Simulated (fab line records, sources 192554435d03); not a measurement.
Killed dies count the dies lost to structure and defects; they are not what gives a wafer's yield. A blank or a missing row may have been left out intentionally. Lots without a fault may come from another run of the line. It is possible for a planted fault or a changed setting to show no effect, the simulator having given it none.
The tool behind it: which one? || flow n5_finfet || 9 lots, 26 wafers sampled, at 6 steps of a route of 1938

== WHAT EACH GAUGE READ, for each wafer ==
N5_BEOL_M2_INSPECT_59: inspects for defects (darkfield).
{"lot": "L174", "measured": "day 6 22:05", "on": "defect_inspect-01", "raw_defect_count": "67 69 46"}
{"lot": "L176", "measured": "day 7 11:22", "on": "defect_inspect-01", "raw_defect_count": "118 86 88"}
{"lot": "L180", "measured": "day 8 07:22", "on": "defect_inspect-02", "raw_defect_count": "86 115"}
{"lot": "L188", "measured": "day 10 18:36", "on": "defect_inspect-02", "raw_defect_count": "118 99 107"}
{"lot": "L190", "measured": "day 10 21:39", "on": "defect_inspect-02", "raw_defect_count": "36 54 50"}
{"lot": "L189", "measured": "day 11 00:50", "on": "defect_inspect-02", "raw_defect_count": "68 128 148"}
{"lot": "L191", "measured": "day 11 03:32", "on": "defect_inspect-01", "raw_defect_count": "57 83 95"}
{"lot": "L192", "measured": "day 11 11:31", "on": "defect_inspect-01", "raw_defect_count": "70 51 39"}
{"lot": "L194", "measured": "day 11 22:41", "on": "defect_inspect-02", "raw_defect_count": "63 61 56"}

N5_BEOL_M3_THK_MEAS_01.
{"lot": "L174", "measured": "day 6 22:11", "on": "film_metro-02", "M3_ILD_THK (nm)": "78.4 80.7 80.2"}
{"lot": "L176", "measured": "day 7 11:28", "on": "film_metro-01", "M3_ILD_THK (nm)": "113.2 78.6 79.6"}
{"lot": "L180", "measured": "day 8 07:28", "on": "film_metro-02", "M3_ILD_THK (nm)": "112.8 79.6"}
{"lot": "L188", "measured": "day 10 18:43", "on": "film_metro-02", "M3_ILD_THK (nm)": "78.3 79.7 80.1"}
{"lot": "L190", "measured": "day 10 21:46", "on": "film_metro-02", "M3_ILD_THK (nm)": "77.7 78.7 78.7"}
{"lot": "L189", "measured": "day 11 00:56", "on": "film_metro-01", "M3_ILD_THK (nm)": "76.8 77.0 77.8"}
{"lot": "L191", "measured": "day 11 03:38", "on": "film_metro-02", "M3_ILD_THK (nm)": "79.9 78.9 78.1"}
{"lot": "L192", "measured": "day 11 11:37", "on": "film_metro-01", "M3_ILD_THK (nm)": "78.2 78.9 79.4"}
{"lot": "L194", "measured": "day 11 22:47", "on": "film_metro-01", "M3_ILD_THK (nm)": "78.0 78.4 80.0"}

N5_BEOL_M4_RC_MEAS_101.
{"lot": "L174", "measured": "day 8 00:16", "on": "prober-01", "DIBL_N (mV/V)": "35.0 35.3 35.6", "DIBL_P (mV/V)": "35.5 34.7 35.7", "IOFF_N (nA/um)": "0.131 0.128 0.131", "IOFF_P (nA/um)": "0.174 0.170 0.179", "ION_N (uA/um)": "674 664 665", "ION_P (uA/um)": "456 452 456", "SS_N (mV/dec)": "71.2 71.7 70.8", "SS_P (mV/dec)": "72.7 73.0 72.5", "VT_N (mV)": "252.7 252.4 254.0", "VT_P (mV)": "-254.4 -255.1 -254.1"}
{"lot": "L176", "measured": "day 8 10:29", "on": "prober-02", "DIBL_N (mV/V)": "35.5 37.9", "DIBL_P (mV/V)": "36.1 38.2", "IOFF_N (nA/um)": "0.134 0.171", "IOFF_P (nA/um)": "0.194 0.225", "ION_N (uA/um)": "657 669", "ION_P (uA/um)": "452 461", "SS_N (mV/dec)": "71.6 72.7", "SS_P (mV/dec)": "73.6 74.3", "VT_N (mV)": "255.2 250.0", "VT_P (mV)": "-251.2 -252.0"}
{"lot": "L180", "measured": "day 9 10:19", "on": "prober-01", "DIBL_N (mV/V)": 38.3, "DIBL_P (mV/V)": 37.6, "IOFF_N (nA/um)": 0.181, "IOFF_P (nA/um)": 0.226, "ION_N (uA/um)": 686, "ION_P (uA/um)": 469, "SS_N (mV/dec)": 71.5, "SS_P (mV/dec)": 73.5, "VT_N (mV)": 250.7, "VT_P (mV)": -250.6}
{"lot": "L188", "measured": "day 11 11:57", "on": "prober-01", "DIBL_N (mV/V)": "36.6 36.8 36.1", "DIBL_P (mV/V)": "36.7 36.7 34.8", "IOFF_N (nA/um)": "0.187 0.202 0.169", "IOFF_P (nA/um)": "0.259 0.271 0.233", "ION_N (uA/um)": "685 687 682", "ION_P (uA/um)": "470 475 471", "SS_N (mV/dec)": "71.7 71.7 71.1", "SS_P (mV/dec)": "73.0 72.9 72.7", "VT_N (mV)": "247.2 243.5 247.3", "VT_P (mV)": "-244.2 -244.8 -248.5"}
{"lot": "L190", "measured": "day 11 15:38", "on": "prober-01", "DIBL_N (mV/V)": "36.5 38.0 36.4", "DIBL_P (mV/V)": "35.7 37.5 35.4", "IOFF_N (nA/um)": "0.142 0.169 0.138", "IOFF_P (nA/um)": "0.199 0.228 0.196", "ION_N (uA/um)": "665 666 658", "ION_P (uA/um)": "454 463 456", "SS_N (mV/dec)": "71.3 71.4 71.1", "SS_P (mV/dec)": "73.1 73.5 73.1", "VT_N (mV)": "250.0 249.7 250.6", "VT_P (mV)": "-250.1 -248.1 -253.0"}
{"lot": "L189", "measured": "day 11 23:32", "on": "prober-02", "DIBL_N (mV/V)": "35.6 37.0 36.3", "DIBL_P (mV/V)": "35.0 35.2 35.1", "IOFF_N (nA/um)": "0.139 0.150 0.145", "IOFF_P (nA/um)": "0.220 0.224 0.217", "ION_N (uA/um)": "666 671 661", "ION_P (uA/um)": "466 462 462", "SS_N (mV/dec)": "71.5 71.8 71.1", "SS_P (mV/dec)": "72.8 73.1 72.9", "VT_N (mV)": "251.5 250.7 251.4", "VT_P (mV)": "-247.1 -247.0 -247.4"}
{"lot": "L191", "measured": "day 12 04:47", "on": "prober-02", "DIBL_N (mV/V)": "35.6 36.8 36.5", "DIBL_P (mV/V)": "35.9 37.1 37.8", "IOFF_N (nA/um)": "0.151 0.173 0.172", "IOFF_P (nA/um)": "0.179 0.206 0.214", "ION_N (uA/um)": "665 666 678", "ION_P (uA/um)": "455 455 463", "SS_N (mV/dec)": "70.6 71.6 71.6", "SS_P (mV/dec)": "73.3 72.8 73.4", "VT_N (mV)": "248.0 250.0 248.5", "VT_P (mV)": "-254.9 -251.5 -252.5"}
{"lot": "L192", "measured": "day 12 07:06", "on": "prober-01", "DIBL_N (mV/V)": "37.3 37.6 36.7", "DIBL_P (mV/V)": "38.0 38.4 36.6", "IOFF_N (nA/um)": "0.173 0.181 0.157", "IOFF_P (nA/um)": "0.249 0.255 0.226", "ION_N (uA/um)": "690 685 674", "ION_P (uA/um)": "471 480 466", "SS_N (mV/dec)": "72.1 72.4 72.5", "SS_P (mV/dec)": "73.8 73.7 72.7", "VT_N (mV)": "249.4 245.4 247.9", "VT_P (mV)": "-244.6 -244.6 -248.5"}
{"lot": "L194", "measured": "day 12 23:17", "on": "prober-01", "DIBL_N (mV/V)": "35.8 34.6 35.3", "DIBL_P (mV/V)": "36.5 35.0 35.7", "IOFF_N (nA/um)": "0.162 0.136 0.152", "IOFF_P (nA/um)": "0.227 0.198 0.210", "ION_N (uA/um)": "680 670 677", "ION_P (uA/um)": "469 467 468", "SS_N (mV/dec)": "71.4 71.5 71.4", "SS_P (mV/dec)": "74.0 72.7 73.7", "VT_N (mV)": "245.4 251.9 251.6", "VT_P (mV)": "-247.4 -251.0 -245.4"}

== TOOL THAT RAN EACH LOT (tool first, then ch and the chambers of the sampled wafers, then the start) ==
{"lot": "L174", "N5_BEOL_M2_CMP_52": "cmp-04 ch 0,1,3, day 6 21:37", "N5_BEOL_M3_ILD_DEP_00": "pecvd-01 ch 0,1,2, day 6 22:07", "N5_BEOL_M3_HM_DEP_02": "pvd_sputter-01, day 6 23:35"}
{"lot": "L176", "N5_BEOL_M2_CMP_52": "cmp-03 ch 1,2, day 7 10:41", "N5_BEOL_M3_ILD_DEP_00": "pecvd-01 ch 0,2, day 7 11:24", "N5_BEOL_M3_HM_DEP_02": "pvd_sputter-02, day 7 13:40"}
{"lot": "L180", "N5_BEOL_M2_CMP_52": "cmp-01 ch 0,3, day 8 06:52", "N5_BEOL_M3_ILD_DEP_00": "pecvd-01 ch 2, day 8 07:24", "N5_BEOL_M3_HM_DEP_02": "pvd_sputter-01, day 8 09:38"}
{"lot": "L188", "N5_BEOL_M2_CMP_52": "cmp-03 ch 1,2,3, day 10 17:59", "N5_BEOL_M3_ILD_DEP_00": "pecvd-01 ch 0,2, day 10 18:38", "N5_BEOL_M3_HM_DEP_02": "pvd_sputter-03, day 10 20:36"}
{"lot": "L190", "N5_BEOL_M2_CMP_52": "cmp-04 ch 1,2,3, day 10 21:07", "N5_BEOL_M3_ILD_DEP_00": "pecvd-01 ch 0,1, day 10 21:41", "N5_BEOL_M3_HM_DEP_02": "pvd_sputter-02, day 10 22:11"}
{"lot": "L189", "N5_BEOL_M2_CMP_52": "cmp-03 ch 0,2,3, day 11 00:16", "N5_BEOL_M3_ILD_DEP_00": "pecvd-01 ch 0,1,2, day 11 00:52", "N5_BEOL_M3_HM_DEP_02": "pvd_sputter-01, day 11 02:35"}
{"lot": "L191", "N5_BEOL_M2_CMP_52": "cmp-04 ch 0,3, day 11 02:57", "N5_BEOL_M3_ILD_DEP_00": "pecvd-03 ch 0,1,2, day 11 03:35", "N5_BEOL_M3_HM_DEP_02": "pvd_sputter-03, day 11 06:28"}
{"lot": "L192", "N5_BEOL_M2_CMP_52": "cmp-04 ch 1,2, day 11 10:56", "N5_BEOL_M3_ILD_DEP_00": "pecvd-01 ch 0,1, day 11 11:34", "N5_BEOL_M3_HM_DEP_02": "pvd_sputter-02, day 11 11:58"}
{"lot": "L194", "N5_BEOL_M2_CMP_52": "cmp-03 ch 0,2,3, day 11 22:08", "N5_BEOL_M3_ILD_DEP_00": "pecvd-01 ch 1,2, day 11 22:43", "N5_BEOL_M3_HM_DEP_02": "pvd_sputter-01, day 11 23:45"}
- N5_BEOL_M2_CMP_52: polishes, stops on SiOC, t overpolish 6.8 s, target thk 40 nm.
- N5_BEOL_M3_ILD_DEP_00: deposits SiOC from DEMS/O2, target thk 79 nm, time 15.3 s.
- N5_BEOL_M3_HM_DEP_02: deposits TiN, target thk 20 nm.

== AS READ BY THE TOOLS THEMSELVES (means over the sampled wafers that have a number; for cases with no such wafer, the mark the record gives instead) ==
N5_BEOL_M2_CMP_52.
{"lot": "L174", "tool": "cmp-04", "barrier_field_endpoint_s (s)": 25.4, "motor_current_A (A)": 6.7, "overpolish_run_s (s)": 6.799, "slurry_flow_ml_min": 149.8, "time_to_endpoint_s (s)": 64.9}
{"lot": "L176", "tool": "cmp-03", "barrier_field_endpoint_s (s)": 23.6, "motor_current_A (A)": 6.0, "overpolish_run_s (s)": 6.801, "slurry_flow_ml_min": 149.9, "time_to_endpoint_s (s)": 59.1}
{"lot": "L180", "tool": "cmp-01", "barrier_field_endpoint_s (s)": 24.4, "motor_current_A (A)": 6.3, "overpolish_run_s (s)": 6.796, "slurry_flow_ml_min": 150.1, "time_to_endpoint_s (s)": 61.9}
{"lot": "L188", "tool": "cmp-03", "barrier_field_endpoint_s (s)": 23.8, "motor_current_A (A)": 6.1, "overpolish_run_s (s)": 6.798, "slurry_flow_ml_min": 150.2, "time_to_endpoint_s (s)": 63.1}
{"lot": "L190", "tool": "cmp-04", "barrier_field_endpoint_s (s)": 24.4, "motor_current_A (A)": 7.1, "overpolish_run_s (s)": 6.808, "slurry_flow_ml_min": 150.2, "time_to_endpoint_s (s)": 61.4}
{"lot": "L189", "tool": "cmp-03", "barrier_field_endpoint_s (s)": 24.7, "motor_current_A (A)": 6.0, "overpolish_run_s (s)": 6.800, "slurry_flow_ml_min": 150.4, "time_to_endpoint_s (s)": 65.4}
{"lot": "L191", "tool": "cmp-04", "barrier_field_endpoint_s (s)": 24.2, "motor_current_A (A)": 6.1, "overpolish_run_s (s)": 6.802, "slurry_flow_ml_min": 149.9, "time_to_endpoint_s (s)": 62.7}
{"lot": "L192", "tool": "cmp-04", "barrier_field_endpoint_s (s)": 24.7, "motor_current_A (A)": 7.2, "overpolish_run_s (s)": 6.789, "slurry_flow_ml_min": 150.0, "time_to_endpoint_s (s)": 63.8}
{"lot": "L194", "tool": "cmp-03", "barrier_field_endpoint_s (s)": 24.8, "motor_current_A (A)": 5.9, "overpolish_run_s (s)": 6.799, "slurry_flow_ml_min": 150.0, "time_to_endpoint_s (s)": 65.9}

N5_BEOL_M3_ILD_DEP_00.
{"lot": "L174", "tool": "pecvd-01", "heater_power_w (W)": 547, "showerhead_plenum_p_Torr (Torr)": 5.692, "susceptor_temp_C (C)": 350.01, "throttle_valve_pct (%)": 12.3}
{"lot": "L176", "tool": "pecvd-01", "heater_power_w (W)": 480, "showerhead_plenum_p_Torr (Torr)": 5.682, "susceptor_temp_C (C)": 350.01, "throttle_valve_pct (%)": 11.8}
{"lot": "L180", "tool": "pecvd-01", "heater_power_w (W)": 414, "showerhead_plenum_p_Torr (Torr)": 5.675, "susceptor_temp_C (C)": 349.85, "throttle_valve_pct (%)": 11.5}
{"lot": "L188", "tool": "pecvd-01", "heater_power_w (W)": 531, "showerhead_plenum_p_Torr (Torr)": 5.680, "susceptor_temp_C (C)": 350.03, "throttle_valve_pct (%)": 12.0}
{"lot": "L190", "tool": "pecvd-01", "heater_power_w (W)": 640, "showerhead_plenum_p_Torr (Torr)": 5.696, "susceptor_temp_C (C)": 350.08, "throttle_valve_pct (%)": 12.6}
{"lot": "L189", "tool": "pecvd-01", "heater_power_w (W)": 561, "showerhead_plenum_p_Torr (Torr)": 5.691, "susceptor_temp_C (C)": 349.97, "throttle_valve_pct (%)": 12.0}
{"lot": "L191", "tool": "pecvd-03", "heater_power_w (W)": 445, "showerhead_plenum_p_Torr (Torr)": 5.706, "susceptor_temp_C (C)": 349.92, "throttle_valve_pct (%)": 12.0}
{"lot": "L192", "tool": "pecvd-01", "heater_power_w (W)": 542, "showerhead_plenum_p_Torr (Torr)": 5.687, "susceptor_temp_C (C)": 350.04, "throttle_valve_pct (%)": 12.9}
{"lot": "L194", "tool": "pecvd-01", "heater_power_w (W)": 563, "showerhead_plenum_p_Torr (Torr)": 5.692, "susceptor_temp_C (C)": 349.90, "throttle_valve_pct (%)": 12.4}

N5_BEOL_M3_HM_DEP_02.
{"lot": "L174", "tool": "pvd_sputter-01", "susceptor_temp_C (C)": 25.08, "throttle_valve_pct (%)": 29.6}
{"lot": "L176", "tool": "pvd_sputter-02", "susceptor_temp_C (C)": 25.10, "throttle_valve_pct (%)": 29.4}
{"lot": "L180", "tool": "pvd_sputter-01", "susceptor_temp_C (C)": 25.10, "throttle_valve_pct (%)": 29.7}
{"lot": "L188", "tool": "pvd_sputter-03", "susceptor_temp_C (C)": 24.95, "throttle_valve_pct (%)": 29.6}
{"lot": "L190", "tool": "pvd_sputter-02", "susceptor_temp_C (C)": 24.89, "throttle_valve_pct (%)": 29.7}
{"lot": "L189", "tool": "pvd_sputter-01", "susceptor_temp_C (C)": 25.05, "throttle_valve_pct (%)": 29.2}
{"lot": "L191", "tool": "pvd_sputter-03", "susceptor_temp_C (C)": 25.02, "throttle_valve_pct (%)": 29.0}
{"lot": "L192", "tool": "pvd_sputter-02", "susceptor_temp_C (C)": 24.95, "throttle_valve_pct (%)": 29.1}
{"lot": "L194", "tool": "pvd_sputter-01", "susceptor_temp_C (C)": 25.06, "throttle_valve_pct (%)": 29.1}

== THE ANSWER, worked out from the rows above alone ==
Rule: usual is defined by the lots themselves. The widest of any qualifying gaps counts: lots, ordered by their means at a reading, are off when they make up no more than a third of the lots, leave a main group of 4 or more, and stand apart from it by 3 or more times the standard deviation of that group's means. A main group is skipped when, at the precision printed for the reading in the tables above, its means are all equal. A lot without any number at a reading at which 4 lots or more have one is off too. Where the step has rows for the other lots, those lots are counted as sound. Order of review: gauges by route order, followed by the tools' own readings, for which a lot's mean as printed above is used. At the first step where some lot is off, the reading lying furthest off is the one used; lots without a number count as furthest.
Off: L176, L180, seen at N5_BEOL_M3_THK_MEAS_01 (M3_ILD_THK). The main group has a mean of 78.8 nm with a standard deviation of 0.76.
A tool fits if, at a process step before that reading, it ran every lot that is off, and no sound lot after the first of them. The gauges at N5_BEOL_M3_THK_MEAS_01 are tried like those tools. Of those tried, none fits.

== WHAT THE SIMULATOR HAD INSERTED ==
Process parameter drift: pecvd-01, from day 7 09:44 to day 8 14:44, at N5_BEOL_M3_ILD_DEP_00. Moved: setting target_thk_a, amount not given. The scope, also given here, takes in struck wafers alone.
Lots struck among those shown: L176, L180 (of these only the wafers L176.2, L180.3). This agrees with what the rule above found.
